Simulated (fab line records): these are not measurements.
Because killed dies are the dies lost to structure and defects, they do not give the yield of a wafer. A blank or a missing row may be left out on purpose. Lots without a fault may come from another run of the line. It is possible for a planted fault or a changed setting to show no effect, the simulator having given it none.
The tool behind it: which one?	flow n5Finfet	24 lots with 72 wafers sampled at 6 steps, on a route of 1938 steps

## WHAT EACH GAUGE READ, for each wafer
The record holds no reading of a measuring or inspecting step that can be judged against a usual standard deviation.

## EACH LOT AND THE TOOL THAT RAN IT (in order: tool; ch and the chambers of the sampled wafers; start)
lot	N5_BEOL_M2_ETCH_64	N5_BEOL_M2_ETCHBACK_99	N5_BEOL_M2_STRIP_97	N5_BEOL_M2_ANNEAL_95	N5_BEOL_M2_ANNEAL_51	N5_BEOL_M3_PECVD_72
L074	rieDiel-05 ch 0,2,3, day 7 04:19	rieDiel-03 ch 1,3, day 7 09:56	rieDiel-03 ch 1,3, day 7 16:21 or earlier	pvdSputter-02, day 7 16:21	rtpAnneal-01 ch 0, day 7 16:41	pecvd-02 ch 1,2, day 7 18:02
L075	rieDiel-01 ch 1,2,3, day 7 10:37	rieDiel-05 ch 1,2,3, day 7 17:13	rieDiel-05 ch 1,2,3, day 7 20:05 or earlier	pvdSputter-03, day 7 20:05	rtpAnneal-02 ch 0, day 7 20:26	pecvd-02 ch 0,1, day 7 21:31
L076	rieDiel-05 ch 0,1,2, day 7 10:48	rieDiel-03 ch 2,3, day 7 17:25	rieDiel-03 ch 2,3, day 7 21:56 or earlier	pvdSputter-03, day 7 21:56	rtpAnneal-01 ch 0, day 7 22:19	pecvd-02 ch 0,1,2, day 8 01:57
L077	rieDiel-01 ch 1,2,3, day 7 11:46	rieDiel-01 ch 1,2,3, day 7 21:43	rieDiel-01 ch 1,2,3, day 8 01:31 or earlier	pvdSputter-02, day 8 01:31	rtpAnneal-01 ch 0, day 8 01:54	pecvd-02 ch 0,1,2, day 8 07:46
L078	rieDiel-01 ch 1,2, day 7 22:10	rieDiel-05 ch 0,1, day 8 08:56	rieDiel-05 ch 0,1, day 8 12:29 or earlier	pvdSputter-03, day 8 12:29	rtpAnneal-01 ch 0, day 8 12:50	pecvd-02 ch 0,1,2, day 8 14:00
L079	rieDiel-05 ch 0,2,3, day 7 23:09	rieDiel-01 ch 1,2,3, day 8 09:24	rieDiel-01 ch 1,2,3, day 8 14:14 or earlier	pvdSputter-02, day 8 14:14	rtpAnneal-02 ch 0, day 8 14:34	pecvd-01 ch 1,2, day 8 15:40
L080	rieDiel-03 ch 1,3, day 8 10:59	rieDiel-01 ch 0,1, day 9 09:52	rieDiel-01 ch 0,1, day 9 13:05 or earlier	pvdSputter-02, day 9 13:05	rtpAnneal-02 ch 0, day 9 13:25	pecvd-01 ch 0,1, day 9 14:38
L081	rieDiel-05 ch 0,3, day 8 15:10	rieDiel-05 ch 0,3, day 9 09:53	rieDiel-05 ch 0,3, day 9 13:14 or earlier	pvdSputter-01, day 9 13:14	rtpAnneal-01 ch 0, day 9 13:43	pecvd-01 ch 0,1, day 9 14:44
L082	rieDiel-03 ch 0,1,2, day 9 01:25	rieDiel-05 ch 2,3, day 9 12:53	rieDiel-05 ch 2,3, day 9 16:10 or earlier	pvdSputter-02, day 9 16:10	rtpAnneal-01 ch 0, day 9 16:31	pecvd-01 ch 0, day 9 17:32
L083	rieDiel-05 ch 1,2,3, day 9 05:52	rieDiel-05 ch 0,1,2, day 9 20:55	rieDiel-05 ch 0,1,2, day 9 23:59 or earlier	pvdSputter-01, day 9 23:59	rtpAnneal-01 ch 0, day 10 00:20	pecvd-01 ch 0,1, day 10 01:23
L084	rieDiel-01 ch 0,3, day 9 08:46	rieDiel-03 ch 0,3, day 10 06:58	rieDiel-03 ch 0,3, day 10 10:50 or earlier	pvdSputter-01, day 10 10:50	rtpAnneal-02 ch 0, day 10 11:13	pecvd-01 ch 0,1, day 10 12:14
L085	rieDiel-03 ch 1,2,3, day 9 10:34	rieDiel-01 ch 0,1, day 9 16:04	rieDiel-01 ch 0,1, day 9 19:47 or earlier	pvdSputter-03, day 9 19:47	rtpAnneal-01 ch 0, day 9 20:11	pecvd-01 ch 0,1, day 9 21:14
L087	rieDiel-01 ch 0,1,3, day 9 18:49	rieDiel-01 ch 1,2, day 10 16:01	rieDiel-01 ch 1,2, day 10 18:59 or earlier	pvdSputter-02, day 10 18:59	rtpAnneal-01 ch 0, day 10 19:25	pecvd-02 ch 0,1, day 10 20:20
L086	rieDiel-01 ch 1,2, day 9 21:28	rieDiel-03 ch 0,2,3, day 10 16:09	rieDiel-03 ch 0,2,3, day 10 19:38 or earlier	pvdSputter-03, day 10 19:38	rtpAnneal-02 ch 0, day 10 20:01	pecvd-02 ch 0,2, day 10 21:00
L089	rieDiel-03 ch 1,2,3, day 9 23:00	rieDiel-05 ch 0,2,3, day 10 16:12	rieDiel-05 ch 0,2,3, day 10 20:49 or earlier	pvdSputter-02, day 10 20:49	rtpAnneal-02 ch 0, day 10 21:16	pecvd-01 ch 0,2, day 10 22:16
L088	rieDiel-01 ch 1,2, day 10 01:39	rieDiel-03 ch 1,2,3, day 10 19:06	rieDiel-03 ch 1,2,3, day 10 22:35 or earlier	pvdSputter-03, day 10 22:35	rtpAnneal-02 ch 0, day 10 22:55	pecvd-02 ch 0,2, day 10 23:56
L090	rieDiel-03 ch 0,1, day 10 12:28	rieDiel-05 ch 0,1, day 10 23:00	rieDiel-05 ch 0,1, day 11 02:12 or earlier	pvdSputter-03, day 11 02:12	rtpAnneal-01 ch 0, day 11 02:32	pecvd-02 ch 0,1, day 11 03:34
L091	rieDiel-03 ch 0,2,3, day 10 20:11	rieDiel-01 ch 0,1,2, day 11 13:12	rieDiel-01 ch 0,1,2, day 11 17:13 or earlier	pvdSputter-01, day 11 17:13	rtpAnneal-02 ch 0, day 11 17:32	pecvd-03 ch 0,1,2, day 11 18:34
L092	rieDiel-05 ch 1,2, day 10 21:12	rieDiel-01 ch 0,2,3, day 12 02:10	rieDiel-01 ch 0,2,3, day 12 05:05 or earlier	pvdSputter-03, day 12 05:05	rtpAnneal-02 ch 0, day 12 05:28	pecvd-02 ch 0,1,2, day 12 06:26
L093	rieDiel-05 ch 0,1,3, day 11 18:33	rieDiel-01 ch 0,1,2, day 12 08:43	rieDiel-01 ch 0,1,2, day 12 17:13 or earlier	pvdSputter-03, day 12 17:13	rtpAnneal-02 ch 0, day 12 17:36	pecvd-02 ch 0,1,2, day 12 18:35
L094	rieDiel-01 ch 0,2,3, day 11 23:47	rieDiel-03 ch 1,2,3, day 12 08:55	rieDiel-03 ch 1,2,3, day 12 13:32 or earlier	pvdSputter-02, day 12 13:32	rtpAnneal-02 ch 0, day 12 13:58	pecvd-03 ch 0,1, day 12 14:53
L095	rieDiel-01 ch 0,1,3, day 12 04:40	rieDiel-05 ch 1,2,3, day 13 02:13	rieDiel-05 ch 1,2,3, day 13 05:10 or earlier	pvdSputter-03, day 13 05:10	rtpAnneal-02 ch 0, day 13 05:30	pecvd-03 ch 0,1, day 13 06:32
L096	rieDiel-01 ch 1,2,3, day 12 07:07	rieDiel-01 ch 0,1,2, day 13 08:07	rieDiel-01 ch 0,1,2, day 13 11:12 or earlier	pvdSputter-03, day 13 11:12	rtpAnneal-01 ch 0, day 13 11:32	pecvd-02 ch 1,2, day 13 12:34
L097	rieDiel-03 ch 0,1, day 12 12:17	rieDiel-01 ch 1,3, day 13 15:46	rieDiel-01 ch 1,3, day 13 19:38 or earlier	pvdSputter-02, day 13 19:38	rtpAnneal-02 ch 0, day 13 19:58	pecvd-02 ch 0,2, day 13 20:59
- N5_BEOL_M2_ETCH_64: etches SOC in N2/H2, target depth 75 nm, overetch 22.5 nm, time 121.9 s.
- N5_BEOL_M2_ETCHBACK_99: etches SiO2 in CHF3, target depth 5 nm, time 10.4 s.
- N5_BEOL_M2_STRIP_97: strips in N2/H2, time 10 s.
- N5_BEOL_M2_ANNEAL_95: time 240 s.
- N5_BEOL_M2_ANNEAL_51: time 90 s.
- N5_BEOL_M3_PECVD_72: deposits SiO2 from TEOS/O2, target thk 16 nm, time 18 s.

## WHAT THE TOOLS THEMSELVES READ (means of the sampled wafers that have a number; where no wafer has one, the mark that the record gives instead)
N5_BEOL_M2_ETCH_64.
lot	tool	biasW (W)	drypumpMotorCurrentA (A)	oesProductAu (a.u.)	rfVppV (V)	showerheadPlenumPTorr (Torr)	throttleValvePct (%)
L074	rieDiel-05	149.6	5.6	0.60	523	2.56	17.94
L075	rieDiel-01	149.8	5.8	0.69	524	2.56	17.63
L076	rieDiel-05	150.0	5.6	0.67	523	2.52	17.83
L077	rieDiel-01	149.9	5.8	0.69	524	2.56	17.63
L078	rieDiel-01	149.7	5.6	0.68	522	2.49	17.64
L079	rieDiel-05	150.1	5.5	0.59	524	2.55	17.94
L080	rieDiel-03	150.2	5.8	0.62	527	2.64	17.80
L081	rieDiel-05	150.4	5.5	0.55	524	2.53	18.09
L082	rieDiel-03	150.1	5.6	0.63	525	2.61	17.87
L083	rieDiel-05	149.7	5.6	0.62	526	2.60	17.80
L084	rieDiel-01	150.8	6.2	0.66	525	2.62	17.83
L085	rieDiel-03	149.5	5.9	0.57	523	2.54	17.88
L087	rieDiel-01	149.8	6.0	0.65	525	2.56	17.82
L086	rieDiel-01	149.8	5.6	0.66	522	2.48	17.67
L089	rieDiel-03	149.7	5.9	0.56	523	2.54	17.88
L088	rieDiel-01	149.9	5.6	0.66	522	2.48	17.67
L090	rieDiel-03	150.5	5.6	0.67	528	2.71	17.66
L091	rieDiel-03	150.1	6.0	0.58	524	2.54	17.73
L092	rieDiel-05	150.2	5.6	0.64	526	2.60	17.68
L093	rieDiel-05	150.4	5.6	0.64	523	2.48	17.91
L094	rieDiel-01	149.8	5.7	0.64	523	2.54	17.68
L095	rieDiel-01	150.0	6.0	0.64	524	2.55	17.86
L096	rieDiel-01	150.2	5.8	0.64	525	2.54	17.70
L097	rieDiel-03	150.1	5.5	0.65	528	2.70	17.85

N5_BEOL_M2_ETCHBACK_99.
lot	tool	biasW (W)	drypumpMotorCurrentA (A)	oesProductAu (a.u.)	rfVppV (V)	showerheadPlenumPTorr (Torr)	throttleValvePct (%)
L074	rieDiel-03	47.30	6.1	0.79	248	2.18	16.92
L075	rieDiel-05	46.86	5.6	0.84	243	2.20	17.05
L076	rieDiel-03	47.02	6.2	0.71	248	2.10	17.03
L077	rieDiel-01	46.97	5.8	0.91	246	2.17	16.95
L078	rieDiel-05	46.90	5.6	0.88	236	2.08	17.09
L079	rieDiel-01	47.05	5.8	0.91	245	2.17	16.97
L080	rieDiel-01	47.18	5.7	0.87	240	2.10	16.93
L081	rieDiel-05	46.90	5.5	0.75	239	2.06	17.36
L082	rieDiel-05	47.08	5.6	0.79	246	2.24	17.04
L083	rieDiel-05	46.99	5.5	0.84	239	2.12	17.07
L084	rieDiel-03	47.05	6.2	0.78	249	2.17	16.83
L085	rieDiel-01	46.92	5.7	0.88	241	2.11	16.97
L087	rieDiel-01	47.00	5.3	0.90	245	2.09	16.76
L086	rieDiel-03	46.97	6.0	0.76	247	2.14	16.97
L089	rieDiel-05	46.94	5.6	0.86	242	2.15	17.08
L088	rieDiel-03	46.88	5.9	0.74	248	2.14	17.14
L090	rieDiel-05	46.94	5.6	0.80	237	2.02	17.25
L091	rieDiel-01	46.99	5.5	0.87	243	2.09	16.89
L092	rieDiel-01	46.89	5.7	0.86	247	2.16	17.05
L093	rieDiel-01	47.02	5.5	0.86	244	2.09	16.91
L094	rieDiel-03	46.90	5.9	0.83	249	2.23	16.99
L095	rieDiel-05	46.89	5.6	0.85	242	2.18	17.00
L096	rieDiel-01	47.00	5.5	0.84	244	2.09	16.92
L097	rieDiel-01	47.07	6.1	0.83	240	2.16	17.11

N5_BEOL_M2_STRIP_97.
lot	tool	drypumpMotorCurrentA (A)	oesProductAu (a.u.)	rfVppV (V)	showerheadPlenumPTorr (Torr)	throttleValvePct (%)
L074	rieDiel-03	6.1	0.78	59.5	2.58	23.4
L075	rieDiel-05	5.6	0.83	59.4	2.60	23.6
L076	rieDiel-03	6.2	0.71	59.6	2.48	23.4
L077	rieDiel-01	5.8	0.91	59.6	2.55	23.5
L078	rieDiel-05	5.5	0.88	58.6	2.45	23.8
L079	rieDiel-01	5.8	0.90	59.4	2.55	23.5
L080	rieDiel-01	5.8	0.88	60.0	2.49	23.8
L081	rieDiel-05	5.5	0.74	58.7	2.44	23.9
L082	rieDiel-05	5.6	0.78	59.5	2.64	23.5
L083	rieDiel-05	5.6	0.83	58.8	2.50	23.8
L084	rieDiel-03	6.2	0.77	59.0	2.57	23.2
L085	rieDiel-01	5.7	0.87	58.8	2.49	23.7
L087	rieDiel-01	5.3	0.89	59.3	2.47	23.3
L086	rieDiel-03	5.9	0.76	59.7	2.54	23.5
L089	rieDiel-05	5.6	0.85	59.9	2.54	23.7
L088	rieDiel-03	5.9	0.74	59.5	2.53	23.7
L090	rieDiel-05	5.6	0.81	58.4	2.40	24.0
L091	rieDiel-01	5.5	0.87	59.8	2.47	23.5
L092	rieDiel-01	5.7	0.86	58.7	2.54	23.5
L093	rieDiel-01	5.6	0.85	58.6	2.47	23.5
L094	rieDiel-03	5.8	0.83	59.9	2.64	23.6
L095	rieDiel-05	5.6	0.85	59.3	2.58	23.6
L096	rieDiel-01	5.5	0.84	59.2	2.47	23.5
L097	rieDiel-01	6.0	0.83	59.9	2.54	23.9

N5_BEOL_M2_ANNEAL_95.
lot	tool	heaterPowerW (W)
L074	pvdSputter-02	797
L075	pvdSputter-03	753
L076	pvdSputter-03	773
L077	pvdSputter-02	704
L078	pvdSputter-03	789
L079	pvdSputter-02	766
L080	pvdSputter-02	718
L081	pvdSputter-01	755
L082	pvdSputter-02	809
L083	pvdSputter-01	858
L084	pvdSputter-01	736
L085	pvdSputter-03	760
L087	pvdSputter-02	756
L086	pvdSputter-03	775
L089	pvdSputter-02	793
L088	pvdSputter-03	832
L090	pvdSputter-03	809
L091	pvdSputter-01	783
L092	pvdSputter-03	740
L093	pvdSputter-03	779
L094	pvdSputter-02	761
L095	pvdSputter-03	807
L096	pvdSputter-03	814
L097	pvdSputter-02	773

N5_BEOL_M2_ANNEAL_51.
lot	tool	wafer_temp_C_max
L074	rtpAnneal-01	225.60
L075	rtpAnneal-02	225.89
L076	rtpAnneal-01	225.70
L077	rtpAnneal-01	225.62
L078	rtpAnneal-01	225.86
L079	rtpAnneal-02	225.81
L080	rtpAnneal-02	226.00
L081	rtpAnneal-01	225.91
L082	rtpAnneal-01	225.95
L083	rtpAnneal-01	225.78
L084	rtpAnneal-02	226.15
L085	rtpAnneal-01	225.51
L087	rtpAnneal-01	225.67
L086	rtpAnneal-02	226.21
L089	rtpAnneal-02	225.71
L088	rtpAnneal-02	225.86
L090	rtpAnneal-01	225.88
L091	rtpAnneal-02	226.18
L092	rtpAnneal-02	225.89
L093	rtpAnneal-02	225.96
L094	rtpAnneal-02	225.95
L095	rtpAnneal-02	226.14
L096	rtpAnneal-01	225.85
L097	rtpAnneal-02	226.12

N5_BEOL_M3_PECVD_72.
lot	tool	heaterPowerW (W)	showerheadPlenumPTorr (Torr)	throttleValvePct (%)
L074	pecvd-02	718	8.68	22.4
L075	pecvd-02	764	8.74	24.1
L076	pecvd-02	708	8.74	23.2
L077	pecvd-02	687	8.74	23.0
L078	pecvd-02	718	8.73	23.2
L079	pecvd-01	649	8.78	21.9
L080	pecvd-01	600	8.80	21.5
L081	pecvd-01	603	8.83	21.4
L082	pecvd-01	572	8.85	21.6
L083	pecvd-01	561	8.79	21.3
L084	pecvd-01	692	8.80	21.3
L085	pecvd-01	590	8.82	21.5
L087	pecvd-02	738	8.80	23.9
L086	pecvd-02	654	8.71	22.4
L089	pecvd-01	682	8.83	20.7
L088	pecvd-02	734	8.72	22.3
L090	pecvd-02	714	8.74	24.1
L091	pecvd-03	696	8.81	23.7
L092	pecvd-02	742	8.74	23.1
L093	pecvd-02	692	8.75	23.2
L094	pecvd-03	691	8.80	25.0
L095	pecvd-03	682	8.80	25.1
L096	pecvd-02	747	8.69	22.7
L097	pecvd-02	637	8.79	23.1

## THE ANSWER, worked out from the rows above alone
Rule: what is usual is taken from the lots themselves. Put in order of their means at a reading, lots are off if they are a third of the lots or fewer, leave a main group of 4 or more, and stand apart from it by a gap of 3 or more times the standard deviation of the main group's means; of several such gaps the widest counts. A main group is skipped when, at the precision printed for the reading in the tables above, its means are all equal. Also off: a lot with no number at a reading for which 4 or more lots have one. The other lots that the step has rows for count as sound. Order of review: gauges by route order, followed by the tools' own readings, for which a lot's mean as printed above is used. At the first step where some lot is off, the reading lying furthest off is the one used; lots without a number count as furthest.
No lot is off at any reading shown: from this, nothing can be told.

## WHAT WAS PUT IN BY THE SIMULATOR
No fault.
